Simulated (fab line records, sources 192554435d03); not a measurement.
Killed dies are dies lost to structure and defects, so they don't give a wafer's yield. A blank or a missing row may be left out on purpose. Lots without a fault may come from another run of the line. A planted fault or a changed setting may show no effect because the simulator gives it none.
fab line records | flow n5_finfet
record lots=6 wafers=18 last_day=18
route steps=1938 shown DUMMY_GATE@247 SPACER0@258 BEOL_M4@1111 PASSIVATION@1936
lots that met no fault: from a run of the same line without faults
start_h: hours from the record's first day to the start of the lot's first wafer shown | wait_h: hours since the lot's step before | " the same as in the row above | L1.1+2: a row that stands for several wafers | - no value, or no start given | * or withheld: withheld | < > ~ a bound
route shown NAME@n: a module of which the file shows steps, and the number in the route of the first | usual: mean/standard deviation of fault-free wafers | same: alike in all rows | chamber/n: place in a boat | sites: the reading at each site | _std_site: their standard deviation | _edge_site: outer sites' mean less inner sites' | radius_mm: how far each site lies from the wafer's centre | mask NAME#n: copy n | behind: the tool/chamber that last shaped the wafer | hold: why the lot was held/for how many hours/how that ended | device: the transistor (n, p or np) that didn't switch | end of line: the same wafers' tests at the end of the route | a step without rows: its recipe alone | killed: dies lost to structure and defects at the first sort, not the wafer's yield | map: a wafer's dies, x killed, . not, _ none there
set.NAME: the setting as run; set.NAME@STEP: as run at that earlier step | model.NAME: the simulator's own value behind a step, which no gauge read
lots at some steps of the route; a table a step, a row a wafer
services: from which hour (start_h, from the record's first day; less than 0 if before it) a tool's chamber was out of use, for how many hours, and why
## steps
# step N5_DUMMY_GATE_ETCH_23
# recipe chemistry=HBr/Cl2/O2 HBr_flow_sccm=150 Cl2_flow_sccm=80 O2_flow_sccm=12 bias_w=102 target_depth_a=410 time_s=22.3 target=poly-Si mask_material=SiO2 pressure_mtorr=10 icp_w=800
# usual HBr_flow_sccm=149.9/0.41 drypump_motor_current_A=5.34/0.27 oes_product_au=0.993/0.018 throttle_valve_pct=37.4/0.48
# columns lot.wafer tool chamber start_h wait_h HBr_flow_sccm drypump_motor_current_A oes_product_au rf_hours_counter_h throttle_valve_pct
L134.2 rie_si-05 0 77.18 0.0 149.8 5.04 0.966 168 37.0
L134.3 " 2 " " 150.5 5.46 0.962 138 37.5
L134.4 " 1 " " 149.6 5.58 0.973 180 36.8
L138.1 rie_si-05 1 103.19 0.0 149.7 5.55 0.989 180 36.8
L138.5 " 3 " " 149.8 5.71 1.014 - 37.4
L138.6 " 2 " " 149.9 5.46 0.966 - 37.5
L144.3 rie_si-05 0 136.31 0.0 150.4 5.05 0.987 169 37.0
L144.4 " 2 " " 150.2 5.44 0.970 139 37.5
L144.5 " 3 " " 149.8 5.73 1.005 - 37.4
L145.3 rie_si-03 0 144.10 0.0 149.8 5.45 0.999 170 36.8
L145.5 " 3 " " 149.7 4.93 0.984 - 37.2
L145.6 " 0 " " 150.2 5.46 0.993 - 36.8
L148.3 rie_si-01 1 160.67 0.0 150.4 4.85 0.974 85 38.0
L148.4 " 0 " " 149.7 5.54 1.007 - 37.5
L148.6 " 1 " " 150.0 4.86 0.968 - 38.0
L149.2 rie_si-03 1 166.95 0.0 150.1 5.44 0.959 8 36.7
L149.4 " 0 " " 149.8 5.46 0.993 170 36.8
L149.6 " 3 " " 149.4 4.95 0.996 - 37.2
# step N5_DUMMY_GATE_ETCH_44
# recipe chemistry=HBr/O2 over_etch_frac=0.7 target_depth_a=1275 stop_on=SiO2 ion_energy_ev=60 bias_w=20 target=poly-Si mask_material=SiO2 pressure_mtorr=20 icp_w=400 HBr_flow_sccm=120 O2_flow_sccm=10
# usual HBr_flow_sccm=120.0/0.35 drypump_motor_current_A=5.33/0.27 oes_product_au=0.722/0.011 throttle_valve_pct=18.57/0.19
# columns lot.wafer tool chamber start_h wait_h HBr_flow_sccm drypump_motor_current_A oes_product_au rf_hours_counter_h throttle_valve_pct
L134.2 rie_si-05 0 77.23 0.0 120.1 5.06 0.733 168 18.57
L134.3 " 2 " " 119.9 5.45 0.709 138 18.83
L134.4 " 1 " " 119.7 5.55 0.710 180 18.33
L138.1 rie_si-05 1 103.25 0.0 120.1 5.56 0.717 180 18.32
L138.5 " 3 " " 120.1 5.66 0.732 - 18.67
L138.6 " 2 " " 120.3 5.44 0.704 - 18.83
L144.3 rie_si-05 0 136.37 0.0 119.7 5.03 0.713 169 18.57
L144.4 " 2 " " 119.9 5.46 0.695 139 18.83
L144.5 " 3 " " 120.2 5.72 0.733 - 18.66
L145.3 rie_si-03 0 144.16 0.0 120.2 5.42 0.735 170 18.19
L145.5 " 3 " " 119.9 4.95 0.740 - 18.51
L145.6 " 0 " " 120.1 5.43 0.724 - 18.17
L148.3 rie_si-01 1 160.73 0.0 120.1 4.83 0.728 85 18.66
L148.4 " 0 " " 120.4 5.54 0.734 - 18.46
L148.6 " 1 " " 119.6 4.83 0.719 - 18.65
L149.2 rie_si-03 1 167.00 0.0 119.9 5.43 0.708 8 18.17
L149.4 " 0 " " 119.4 5.42 0.717 170 18.19
L149.6 " 3 " " 120.2 4.97 0.727 - 18.49
# step N5_DUMMY_GATE_CD_MEAS_24
# recipe target_cd_nm=15
# usual cd_nm=15.1/0.49
# columns lot.wafer tool chamber start_h wait_h cd_nm
L134.2 cd_sem-02 - 77.35 0.1 14.4
L134.3 " - " " 15.0
L134.4 " - " " 14.3
L138.1 cd_sem-03 - 103.36 0.1 15.6
L138.5 " - " " 15.1
L138.6 " - " " 14.9
L144.3 cd_sem-03 - 136.48 0.1 14.9
L144.4 " - " " 14.6
L144.5 " - " " 14.6
L145.3 cd_sem-02 - 144.27 0.1 14.8
L145.5 " - " " 15.3
L145.6 " - " " 15.6
L148.3 cd_sem-02 - 160.84 0.1 15.3
L148.4 " - " " 14.3
L148.6 " - " " 15.0
L149.2 cd_sem-02 - 167.12 0.1 16.0
L149.4 " - " " 15.7
L149.6 " - " " 15.8
# step N5_DUMMY_GATE_ETCH_42
# recipe chemistry=CHF3/O2 target=SiO2 target_depth_a=35 time_s=31 ion_energy_ev=30 bias_w=12 pressure_mtorr=30 source_w=600 Ar_flow_sccm=200 CHF3_flow_sccm=50 O2_flow_sccm=5
# step N5_DUMMY_GATE_STRIP_48
# recipe chemistry=N2/H2 time_s=20 power_w=100 temp_c=40 pressure_mtorr=100 rf_frequency_hz=6e+07 bias_power_w=3 n2_flow_sccm=300 h2_flow_sccm=300
# usual drypump_motor_current_A=5.78/0.29 oes_product_au=0.78/0.075 rf_vpp_V=45.2/0.87 showerhead_plenum_p_Torr=3.33/0.098 throttle_valve_pct=12.25/0.22
# columns lot.wafer tool chamber start_h wait_h drypump_motor_current_A oes_product_au rf_hours_counter_h rf_vpp_V showerhead_plenum_p_Torr throttle_valve_pct
L134.2 rie_diel-03 0 77.52 0.0 6.42 0.68 239 44.4 3.31 12.46
L134.3 " 1 " " 6.02 0.79 107 45.3 3.42 12.27
L134.4 " 2 " " 6.06 0.71 166 43.9 3.24 12.10
L138.1 rie_diel-05 1 103.47 0.0 5.78 0.76 136 46.0 3.53 12.13
L138.5 " 2 " " 5.33 0.75 - 44.8 3.32 12.12
L138.6 " 1 " " 5.77 0.77 - 45.2 3.53 12.12
L144.3 rie_diel-05 2 136.63 0.0 5.35 0.74 183 45.7 3.32 12.14
L144.4 " 3 " " 6.00 0.84 56 45.5 3.46 12.36
L144.5 " 0 " " 5.55 1.02 - 45.9 3.48 12.25
L145.3 rie_diel-03 3 144.36 0.0 5.72 0.78 159 45.9 3.25 12.44
L145.5 " 3 " " 5.72 0.78 - 45.0 3.25 12.45
L145.6 " 1 " " 5.95 0.77 - 44.7 3.40 12.31
L148.3 rie_diel-05 1 160.93 0.0 5.79 0.74 153 45.4 3.52 12.16
L148.4 " 0 " " 5.50 1.00 7 45.0 3.47 12.26
L148.6 " 1 " " 5.80 0.74 - 45.5 3.52 12.15
L149.2 rie_diel-06 0 167.24 0.0 5.60 0.88 32 44.3 3.30 11.90
L149.4 " 2 " " 5.32 0.68 - 45.5 3.23 12.70
L149.6 " 1 " " 5.67 0.75 - 43.7 3.26 12.38
# step N5_DUMMY_GATE_PRECLEAN_33
# recipe chemistry=dHF time_s=10 dilution=750:1 temp_c=25
# step N5_DUMMY_GATE_PRECLEAN_25
# recipe chemistry=O3/DIW time_s=45 temp_c=22 o3_ppm=10
# step N5_DUMMY_GATE_PRECLEAN_51
# recipe chemistry=SC2 time_s=45 temp_c=35 mix=1:1:50
# step N5_DUMMY_GATE_SRD_26
# recipe dry=ipa_marangoni time_s=30 temp_c=23 rinse_liquid=diw
# step N5_DUMMY_GATE_UV_OZONE_45
# recipe time_s=120 pressure_torr=760 temp_c=25
# step N5_DUMMY_GATE_INSPECT_27
# recipe inspect_instrument=brightfield mode=aei
# usual raw_defect_count=289/73
# columns lot.wafer tool chamber start_h wait_h raw_defect_count
L134.2 defect_inspect-02 - 77.74 0.0 199
L134.3 " - " " 228
L134.4 " - " " 118
L138.1 defect_inspect-02 - 103.66 0.0 335
L138.5 " - " " 246
L138.6 " - " " 438
L144.3 defect_inspect-01 - 136.83 0.0 240
L144.4 " - " " 227
L144.5 " - " " 291
L145.3 defect_inspect-02 - 144.55 0.0 365
L145.5 " - " " 285
L145.6 " - " " 281
L148.3 defect_inspect-01 - 161.12 0.0 298
L148.4 " - " " 273
L148.6 " - " " 352
L149.2 defect_inspect-01 - 167.43 0.0 282
L149.4 " - " " 283
L149.6 " - " " 344
# step N5_SPACER0_ALD_07
# recipe material=SiNx target_thk_a=20 temp_c=400 ald_precursor_family=SiH2I2 ald_co_reactant=N2/H2-plasma pressure_torr=2
# usual chamber_pressure_Torr=1.999/0.0043 heater_power_outer_w=509/55 heater_power_w=848/65
# columns lot.wafer tool chamber start_h wait_h chamber_pressure_Torr heater_power_outer_w heater_power_w
L134.2 ald_sin-03 2 77.78 0.0 1.989 544 888
L134.3 " 3 " " 1.995 558 905
L134.4 " 0 " " 2.004 570 916
L138.1 ald_sin-04 2 103.70 0.0 1.991 483 743
L138.5 " 3 " " 1.998 522 869
L138.6 " 2 " " 1.997 475 762
L144.3 ald_sin-04 3 136.87 0.0 2.002 525 858
L144.4 " 3 " " 2.003 528 870
L144.5 " 2 " " 1.999 484 773
L145.3 ald_sin-04 2 144.59 0.0 2.005 483 777
L145.5 " 2 " " 2.003 477 761
L145.6 " 3 " " 1.996 525 839
L148.3 ald_sin-02 0 161.56 0.4 2.000 474 770
L148.4 " 1 " " 1.998 539 866
L148.6 " 1 " " 2.005 533 895
L149.2 ald_sin-02 2 167.47 0.0 1.996 408 772
L149.4 " 1 " " 2.004 533 899
L149.6 " 2 " " 2.000 400 771
# step N5_SPACER0_ALD_00
# recipe material=SiOCN target_thk_a=35 temp_c=400 ald_precursor_family=alkyl-aminosilane ald_co_reactant=O2/N2-plasma pulse_time_s=3 purge_time_s=2 co_reactant_purge_time_s=2 ald_cycles=58 pressure_torr=2
# usual ald_cycles=58/0 chamber_pressure_Torr=2.000/0.0046 heater_power_w=849/67 precursor_pulse_height_rel=1.000/0.02
# columns lot.wafer tool chamber start_h wait_h ald_cycles chamber_pressure_Torr heater_power_w precursor_pulse_height_rel
L134.2 ald_sin-03 2 77.93 0.1 58 1.992 913 0.983
L134.3 " 3 " " 58 2.010 914 0.997
L134.4 " 0 " " 58 1.998 912 1.006
L138.1 ald_sin-04 2 103.85 0.1 58 2.002 754 1.008
L138.5 " 3 " " 58 2.001 887 1.002
L138.6 " 2 " " 58 2.007 753 0.997
L144.3 ald_sin-04 3 137.02 0.1 - - - -
L144.4 " 3 " " - - - -
L144.5 " 2 " " - - - -
L145.3 ald_sin-04 2 144.74 0.1 - - - -
L145.5 " 2 " " - - - -
L145.6 " 3 " " - - - -
L148.3 ald_sin-02 0 161.71 0.1 58 2.002 803 0.984
L148.4 " 1 " " 58 1.993 883 1.010
L148.6 " 1 " " 58 1.994 884 1.018
L149.2 ald_sin-02 2 167.62 0.1 58 2.003 779 1.006
L149.4 " 1 " " 58 2.005 890 0.981
L149.6 " 2 " " 58 1.998 752 0.975
# step N5_SPACER0_ALD_08
# recipe material=SiNx target_thk_a=20 temp_c=400 ald_precursor_family=SiH2I2 ald_co_reactant=N2/H2-plasma pressure_torr=2
# usual chamber_pressure_Torr=2.001/0.0045 heater_power_outer_w=508/55 heater_power_w=849/65
# columns lot.wafer tool chamber start_h wait_h chamber_pressure_Torr heater_power_outer_w heater_power_w
L134.2 ald_sin-03 2 78.19 0.1 2.004 528 906
L134.3 " 3 " " 1.994 555 895
L134.4 " 0 " " 1.995 589 929
L138.1 ald_sin-04 2 104.11 0.1 2.005 462 769
L138.5 " 3 " " 2.000 522 857
L138.6 " 2 " " 2.005 481 781
L144.3 ald_sin-04 3 137.28 0.1 1.992 537 872
L144.4 " 3 " " 2.001 532 893
L144.5 " 2 " " 2.003 481 747
L145.3 ald_sin-04 2 145.00 0.1 2.003 475 765
L145.5 " 2 " " 2.000 479 773
L145.6 " 3 " " 2.005 524 865
L148.3 ald_sin-02 0 161.97 0.1 1.995 477 772
L148.4 " 1 " " 1.997 524 905
L148.6 " 1 " " 2.000 534 893
L149.2 ald_sin-02 2 167.88 0.1 1.995 406 796
L149.4 " 1 " " 2.000 525 903
L149.6 " 2 " " 2.003 404 780
# step N5_BEOL_M4_RC_MEAS_101
# usual DIBL_N=35.8/2.2 DIBL_P=35.3/2.7 IOFF_N=0.16/0.043 IOFF_P=0.21/0.043 ION_N=676/15 ION_P=463/9.1 SS_N=71.4/0.77 SS_P=73.0/0.79 VT_N=250/4 VT_P=-249.8/2.8
# columns lot.wafer tool chamber start_h wait_h DIBL_N[mV/V] DIBL_P[mV/V] IOFF_N[nA/um] IOFF_P[nA/um] ION_N[uA/um] ION_P[uA/um] SS_N[mV/dec] SS_P[mV/dec] VT_N[mV] VT_P[mV]
L134.2 prober-02 0 216.40 0.2 37.2 35.4 0.16 0.23 689 472 71.5 73.1 251 -246.9
L134.3 " 0 " " 35.7 34.5 0.14 0.22 690 474 71.5 72.7 248 -248.2
L134.4 " 0 " " 41.9 39.8 0.30 0.32 684 458 74.6 75.0 242 -244.9
L138.1 prober-02 0 228.08 0.0 34.1 31.8 0.12 0.16 665 454 70.6 72.9 253 -250.0
L138.5 " 0 " " 36.1 33.8 0.16 0.19 689 465 71.2 72.6 248 -250.6
L138.6 " 0 " " 37.8 36.2 0.19 0.23 676 461 71.8 73.7 249 -249.7
L148.3 prober-01 0 294.46 0.3 35.7 35.3 0.15 0.19 662 453 72.0 73.1 249 -250.8
L148.4 " 0 " " 41.0 42.9 0.29 0.33 709 482 73.2 75.2 240 -245.0
L148.6 " 0 " " 36.2 37.7 0.17 0.23 698 475 71.3 73.4 249 -249.8
L149.2 prober-01 0 310.02 0.2 37.7 35.2 0.16 0.22 687 470 71.2 71.9 248 -249.2
L149.4 " 0 " " 33.1 29.0 0.09 0.14 650 458 70.6 71.4 258 -251.8
L149.6 " 0 " " 33.7 30.5 0.10 0.16 663 465 70.1 71.8 256 -249.7
# step N5_PASSIVATION_PROBE_49
# usual killed_at_M0_to_M3=34/11 killed_at_M4_up=14/5.6 killed_at_contacts=13/5.9 killed_at_front_end=40/11 killed_at_other=4/3.1 killed_dies=105/16 killed_on_rim=14/4.2 killed_open=68/11 killed_short=34/8.4
# same gross_dies=1180 killed_at_back_side=0
# columns lot.wafer tool chamber start_h wait_h killed_at_M0_to_M3 killed_at_M4_up killed_at_contacts killed_at_front_end killed_at_other killed_dies killed_on_rim killed_open killed_short
L134.2 prober-01 - 325.17 0.1 25 7 14 63 1 110 9 76 33
L134.3 prober-01 - 325.22 0.1 24 10 5 50 7 96 10 61 33
L134.4 prober-01 - 325.27 0.2 26 13 10 45 2 96 21 60 31
L138.1 prober-01 - 346.00 0.0 42 13 16 27 1 99 11 57 40
L138.5 prober-01 - 346.20 0.2 38 18 7 40 2 105 14 60 45
L138.6 prober-01 - 346.25 0.3 47 13 10 66 3 139 21 85 46
L144.3 prober-02 - 381.57 0.1 31 16 12 1121 0 1180 152 58 19
L144.4 prober-02 - 381.62 0.2 44 16 12 1107 1 1180 152 77 32
L144.5 prober-02 - 381.67 0.2 13 16 10 1139 2 1180 152 52 25
L145.3 prober-02 - 394.25 0.1 16 7 15 1141 1 1180 152 57 33
L145.5 prober-02 - 394.35 0.2 24 8 22 1126 0 1180 152 67 21
L145.6 prober-02 - 394.40 0.3 16 6 18 1133 7 1180 152 62 41
L148.3 prober-02 - 412.88 0.1 51 9 22 29 0 111 11 82 29
L148.4 prober-02 - 412.93 0.2 35 10 10 26 1 82 10 49 33
L148.6 prober-02 - 413.03 0.3 64 14 18 50 2 148 18 83 63
L149.2 prober-02 - 429.68 1.3 28 15 24 52 0 119 24 76 38
L149.4 prober-02 - 429.78 1.4 25 7 16 47 1 96 14 64 32
L149.6 prober-02 - 429.88 1.5 14 16 5 42 0 77 7 50 24
# killed by level:class
L134.2 FIN_SAQP:geometric_particle:open=19 STI_FIN_REVEAL:geometric_particle:open=13 BEOL_M2:geometric_particle:open=12 FIN_SAQP:geometric_particle:short=10 MOL_CONTACT_COAG:geometric_particle:open=10 BEOL_M3:geometric_particle:open=6 DUMMY_GATE:geometric_particle:open=5 MOL_CONTACT_COAG:geometric_particle:short=4
L134.3 FIN_SAQP:geometric_particle:open=14 GATE_CUT:geometric_particle:short=9 FIN_SAQP:geometric_particle:short=8 BEOL_M0_SAQP:geometric_particle:open=7 BEOL_M4:geometric_particle:open=6 STI_FIN_REVEAL:geometric_particle:open=5 MOL_CONTACT_COAG:geometric_particle:open=4 BEOL_M1:geometric_particle:open=4
L134.4 MOL_CONTACT_COAG:geometric_particle:open=10 BEOL_M2:geometric_particle:open=9 FIN_SAQP:geometric_particle:short=8 STI_FIN_REVEAL:geometric_particle:open=7 BEOL_M4:geometric_particle:open=7 STARTING-WAFER:geometric_particle:short=6 BEOL_M0_SAQP:geometric_particle:open=5 HKMG_FIN:area_etch=5
L138.1 BEOL_M2:geometric_particle:open=10 MOL_CONTACT_COAG:geometric_particle:open=9 BEOL_M0_SAQP:geometric_particle:open=9 BEOL_M0_SAQP:geometric_particle:short=8 BEOL_M1:geometric_particle:short=8 FIN_SAQP:geometric_particle:short=5 FIN_SAQP:geometric_particle:open=5 MOL_CONTACT_COAG:geometric_particle:short=5
L138.5 BEOL_M4:geometric_particle:open=14 BEOL_M0_SAQP:geometric_particle:short=12 FIN_SAQP:geometric_particle:short=10 GATE_CUT:geometric_particle:short=8 BEOL_M0_SAQP:geometric_particle:open=7 MOL_CONTACT_COAG:geometric_particle:open=7 GATE_CUT:geometric_particle:open=6 FIN_SAQP:geometric_particle:open=4
L138.6 FIN_SAQP:geometric_particle:open=22 BEOL_M0_SAQP:geometric_particle:short=15 BEOL_M0_SAQP:geometric_particle:open=14 STI_FIN_REVEAL:geometric_particle:open=8 GATE_CUT:geometric_particle:open=8 HKMG_FIN:area_etch=7 GATE_CUT:geometric_particle:short=6 MOL_CONTACT_COAG:geometric_particle:open=6
L144.3 SPACER0:area_ald=1101 MOL_CONTACT_COAG:geometric_particle:open=10 STI_FIN_REVEAL:geometric_particle:open=9 BEOL_M0_SAQP:geometric_particle:short=7 BEOL_M4:geometric_particle:open=7 BEOL_M0_SAQP:geometric_particle:open=5 BEOL_M1:geometric_particle:open=5 BEOL_M5:geometric_particle:open=5
L144.4 SPACER0:area_ald=1068 BEOL_M0_SAQP:geometric_particle:short=13 FIN_SAQP:geometric_particle:open=12 STI_FIN_REVEAL:geometric_particle:open=10 MOL_CONTACT_COAG:geometric_particle:open=9 BEOL_M0_SAQP:geometric_particle:open=8 BEOL_M2:geometric_particle:open=8 BEOL_M5:geometric_particle:open=7
L144.5 SPACER0:area_ald=1102 STI_FIN_REVEAL:geometric_particle:open=10 FIN_SAQP:geometric_particle:open=9 MOL_CONTACT_COAG:geometric_particle:open=9 BEOL_M4:geometric_particle:open=8 FIN_SAQP:geometric_particle:short=6 STARTING-WAFER:geometric_particle:short=5 BEOL_M0_SAQP:geometric_particle:short=4
L145.3 SPACER0:area_ald=1089 DUMMY_GATE:geometric_particle:open=13 MOL_CONTACT_COAG:geometric_particle:open=12 FIN_SAQP:geometric_particle:short=10 FIN_SAQP:geometric_particle:open=10 STI_FIN_REVEAL:geometric_particle:open=4 BEOL_M0_SAQP:geometric_particle:short=4 BEOL_M2:geometric_particle:open=3
L145.5 SPACER0:area_ald=1091 MOL_CONTACT_COAG:geometric_particle:open=21 BEOL_M1:geometric_particle:open=8 STI_FIN_REVEAL:geometric_particle:open=6 FIN_SAQP:geometric_particle:open=5 DUMMY_GATE:geometric_particle:open=5 GATE_CUT:geometric_particle:short=5 BEOL_M3:geometric_particle:open=4
L145.6 SPACER0:area_ald=1076 MOL_CONTACT_COAG:geometric_particle:open=14 FIN_SAQP:geometric_particle:short=12 STI_FIN_REVEAL:geometric_particle:open=11 DUMMY_GATE:geometric_particle:open=10 FIN_SAQP:geometric_particle:open=9 GATE_CUT:geometric_particle:short=5 MOL_CONTACT_COAG:geometric_particle:short=4
L148.3 BEOL_M3:geometric_particle:open=17 MOL_CONTACT_COAG:geometric_particle:open=16 BEOL_M0_SAQP:geometric_particle:open=11 BEOL_M0_SAQP:geometric_particle:short=8 FIN_SAQP:geometric_particle:open=7 MOL_CONTACT_COAG:geometric_particle:short=6 BEOL_M1:geometric_particle:open=6 BEOL_M4:geometric_particle:open=6
L148.4 BEOL_M0_SAQP:geometric_particle:open=10 MOL_CONTACT_COAG:geometric_particle:open=8 BEOL_M2:geometric_particle:open=7 FIN_SAQP:geometric_particle:short=5 BEOL_M2:geometric_particle:short=5 BEOL_M3:geometric_particle:open=5 STARTING-WAFER:geometric_particle:short=4 FIN_SAQP:geometric_particle:open=3
L148.6 BEOL_M0_SAQP:geometric_particle:short=24 BEOL_M0_SAQP:geometric_particle:open=16 MOL_CONTACT_COAG:geometric_particle:open=15 GATE_CUT:geometric_particle:short=9 BEOL_M3:geometric_particle:open=8 FIN_SAQP:geometric_particle:short=7 DUMMY_GATE:geometric_particle:open=6 ILD0:geometric_particle:open=6
L149.2 MOL_CONTACT_COAG:geometric_particle:open=18 FIN_SAQP:geometric_particle:open=12 BEOL_M1:geometric_particle:open=8 GATE_CUT:geometric_particle:short=7 FIN_SAQP:geometric_particle:short=6 DUMMY_GATE:geometric_particle:open=6 MOL_CONTACT_COAG:geometric_particle:short=6 BEOL_M2:geometric_particle:open=6
L149.4 MOL_CONTACT_COAG:geometric_particle:open=14 FIN_SAQP:geometric_particle:open=9 BEOL_M0_SAQP:geometric_particle:short=7 FIN_SAQP:geometric_particle:short=6 BEOL_M2:geometric_particle:open=6 STI_FIN_REVEAL:geometric_particle:open=5 DUMMY_GATE:geometric_particle:open=4 SPACER0:geometric_particle:open=4
L149.6 FIN_SAQP:geometric_particle:open=12 FIN_SAQP:geometric_particle:short=7 BEOL_M3:geometric_particle:open=6 DUMMY_GATE:geometric_particle:open=5 BEOL_M4:geometric_particle:open=5 BEOL_M4:geometric_particle:short=5 STI_FIN_REVEAL:geometric_particle:open=4 GATE_CUT:geometric_particle:open=4
# map L144.3 (x killed, . not)
_________________xxxxxxxxxxxx________________
______________xxxxxxxxxxxxxxxxxx_____________
___________xxxxxxxxxxxxxxxxxxxxxxxx__________
__________xxxxxxxxxxxxxxxxxxxxxxxxxx_________
________xxxxxxxxxxxxxxxxxxxxxxxxxxxxxx_______
_______xxxxxxxxxxxxxxxxxxxxxxxxxxxxxxxx______
______xxxxxxxxxxxxxxxxxxxxxxxxxxxxxxxxxx_____
_____xxxxxxxxxxxxxxxxxxxxxxxxxxxxxxxxxxxx____
____xxxxxxxxxxxxxxxxxxxxxxxxxxxxxxxxxxxxxx___
___xxxxxxxxxxxxxxxxxxxxxxxxxxxxxxxxxxxxxxxx__
___xxxxxxxxxxxxxxxxxxxxxxxxxxxxxxxxxxxxxxxx__
__xxxxxxxxxxxxxxxxxxxxxxxxxxxxxxxxxxxxxxxxxx_
__xxxxxxxxxxxxxxxxxxxxxxxxxxxxxxxxxxxxxxxxxx_
_xxxxxxxxxxxxxxxxxxxxxxxxxxxxxxxxxxxxxxxxxxxx
_xxxxxxxxxxxxxxxxxxxxxxxxxxxxxxxxxxxxxxxxxxxx
_xxxxxxxxxxxxxxxxxxxxxxxxxxxxxxxxxxxxxxxxxxxx
_xxxxxxxxxxxxxxxxxxxxxxxxxxxxxxxxxxxxxxxxxxxx
_xxxxxxxxxxxxxxxxxxxxxxxxxxxxxxxxxxxxxxxxxxxx
_xxxxxxxxxxxxxxxxxxxxxxxxxxxxxxxxxxxxxxxxxxxx
_xxxxxxxxxxxxxxxxxxxxxxxxxxxxxxxxxxxxxxxxxxxx
_xxxxxxxxxxxxxxxxxxxxxxxxxxxxxxxxxxxxxxxxxxxx
__xxxxxxxxxxxxxxxxxxxxxxxxxxxxxxxxxxxxxxxxxx_
__xxxxxxxxxxxxxxxxxxxxxxxxxxxxxxxxxxxxxxxxxx_
___xxxxxxxxxxxxxxxxxxxxxxxxxxxxxxxxxxxxxxxx__
___xxxxxxxxxxxxxxxxxxxxxxxxxxxxxxxxxxxxxxxx__
____xxxxxxxxxxxxxxxxxxxxxxxxxxxxxxxxxxxxxx___
_____xxxxxxxxxxxxxxxxxxxxxxxxxxxxxxxxxxxx____
______xxxxxxxxxxxxxxxxxxxxxxxxxxxxxxxxxx_____
_______xxxxxxxxxxxxxxxxxxxxxxxxxxxxxxxx______
________xxxxxxxxxxxxxxxxxxxxxxxxxxxxxx_______
__________xxxxxxxxxxxxxxxxxxxxxxxxxx_________
___________xxxxxxxxxxxxxxxxxxxxxxxx__________
______________xxxxxxxxxxxxxxxxxx_____________
_________________xxxxxxxxxxxx________________
# map L145.3 (x killed, . not)
_________________xxxxxxxxxxxx________________
______________xxxxxxxxxxxxxxxxxx_____________
___________xxxxxxxxxxxxxxxxxxxxxxxx__________
__________xxxxxxxxxxxxxxxxxxxxxxxxxx_________
________xxxxxxxxxxxxxxxxxxxxxxxxxxxxxx_______
_______xxxxxxxxxxxxxxxxxxxxxxxxxxxxxxxx______
______xxxxxxxxxxxxxxxxxxxxxxxxxxxxxxxxxx_____
_____xxxxxxxxxxxxxxxxxxxxxxxxxxxxxxxxxxxx____
____xxxxxxxxxxxxxxxxxxxxxxxxxxxxxxxxxxxxxx___
___xxxxxxxxxxxxxxxxxxxxxxxxxxxxxxxxxxxxxxxx__
___xxxxxxxxxxxxxxxxxxxxxxxxxxxxxxxxxxxxxxxx__
__xxxxxxxxxxxxxxxxxxxxxxxxxxxxxxxxxxxxxxxxxx_
__xxxxxxxxxxxxxxxxxxxxxxxxxxxxxxxxxxxxxxxxxx_
_xxxxxxxxxxxxxxxxxxxxxxxxxxxxxxxxxxxxxxxxxxxx
_xxxxxxxxxxxxxxxxxxxxxxxxxxxxxxxxxxxxxxxxxxxx
_xxxxxxxxxxxxxxxxxxxxxxxxxxxxxxxxxxxxxxxxxxxx
_xxxxxxxxxxxxxxxxxxxxxxxxxxxxxxxxxxxxxxxxxxxx
_xxxxxxxxxxxxxxxxxxxxxxxxxxxxxxxxxxxxxxxxxxxx
_xxxxxxxxxxxxxxxxxxxxxxxxxxxxxxxxxxxxxxxxxxxx
_xxxxxxxxxxxxxxxxxxxxxxxxxxxxxxxxxxxxxxxxxxxx
_xxxxxxxxxxxxxxxxxxxxxxxxxxxxxxxxxxxxxxxxxxxx
__xxxxxxxxxxxxxxxxxxxxxxxxxxxxxxxxxxxxxxxxxx_
__xxxxxxxxxxxxxxxxxxxxxxxxxxxxxxxxxxxxxxxxxx_
___xxxxxxxxxxxxxxxxxxxxxxxxxxxxxxxxxxxxxxxx__
___xxxxxxxxxxxxxxxxxxxxxxxxxxxxxxxxxxxxxxxx__
____xxxxxxxxxxxxxxxxxxxxxxxxxxxxxxxxxxxxxx___
_____xxxxxxxxxxxxxxxxxxxxxxxxxxxxxxxxxxxx____
______xxxxxxxxxxxxxxxxxxxxxxxxxxxxxxxxxx_____
_______xxxxxxxxxxxxxxxxxxxxxxxxxxxxxxxx______
________xxxxxxxxxxxxxxxxxxxxxxxxxxxxxx_______
__________xxxxxxxxxxxxxxxxxxxxxxxxxx_________
___________xxxxxxxxxxxxxxxxxxxxxxxx__________
______________xxxxxxxxxxxxxxxxxx_____________
_________________xxxxxxxxxxxx________________
## services
# columns tool chamber start_h hours kind
rie_si-03 0 62.68 2.8 repair
rie_diel-05 2 75.18 5.8 repair
ald_sin-03 - 75.91 1.0 repair
ald_sin-04 - 85.25 14.0 pm
ald_sin-04 0 85.25 14.0 vent_cycle
ald_sin-04 1 85.25 14.0 vent_cycle
ald_sin-04 2 85.25 14.0 vent_cycle
ald_sin-04 3 85.25 14.0 vent_cycle
rie_diel-05 0 87.02 11.6 repair
rie_diel-06 - 90.88 0.7 repair
ald_sin-02 0 95.73 15.3 repair
rie_diel-05 0 98.68 - clean
rie_diel-05 0 98.68 - consumable_replace:focus_ring
rie_diel-05 0 98.68 32.0 scheduled_down
rie_diel-05 0 98.68 32.0 vent_cycle
ald_sin-04 0 99.25 - clean
ald_sin-04 1 99.25 - clean
ald_sin-04 2 99.25 - clean
ald_sin-04 3 99.25 - clean
rie_diel-03 0 116.90 - clean
rie_si-01 - 117.01 2.8 pm
rie_diel-03 1 154.43 5.8 repair
ald_sin-04 - 155.76 12.3 repair
rie_diel-06 3 165.87 11.5 repair
## key
first_sign step=N5_SPACER0_ALD_00 reading=tool_record direction=missing
effect step=N5_PASSIVATION_PROBE_49 reading=killed_at_front_end direction=up sigmas=98 usual=40 struck=1128
more_kills_born_at N5_SPACER0_ALD_00@ald_sin-04=6527
met_at N5_SPACER0_ALD_00
struck_wafers L144.3,L144.4,L144.5,L145.3,L145.5,L145.6
later_rows_left_out L144.3,L144.4,L144.5,L145.3,L145.5,L145.6
tester_left_out L144,L145
onset_between 103.85 137.02
fault kind=skipped_step_whole tool=ald_sin-04 chamber=- onset_h=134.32 steps=N5_SPACER0_ALD_00 scope=struck_lots_only
# tester_left_out: of these lots the tester's yield and bins aren't shown, on N5 and GAA mostly nor the transistor test; their killed dies are dies lost to structure and defects alone, not to doping, threshold or leakage, so they don't give the yield
# later_rows_left_out: the simulator's readings of these wafers behind a module that went badly wrong aren't trusted and aren't shown, but for the sort
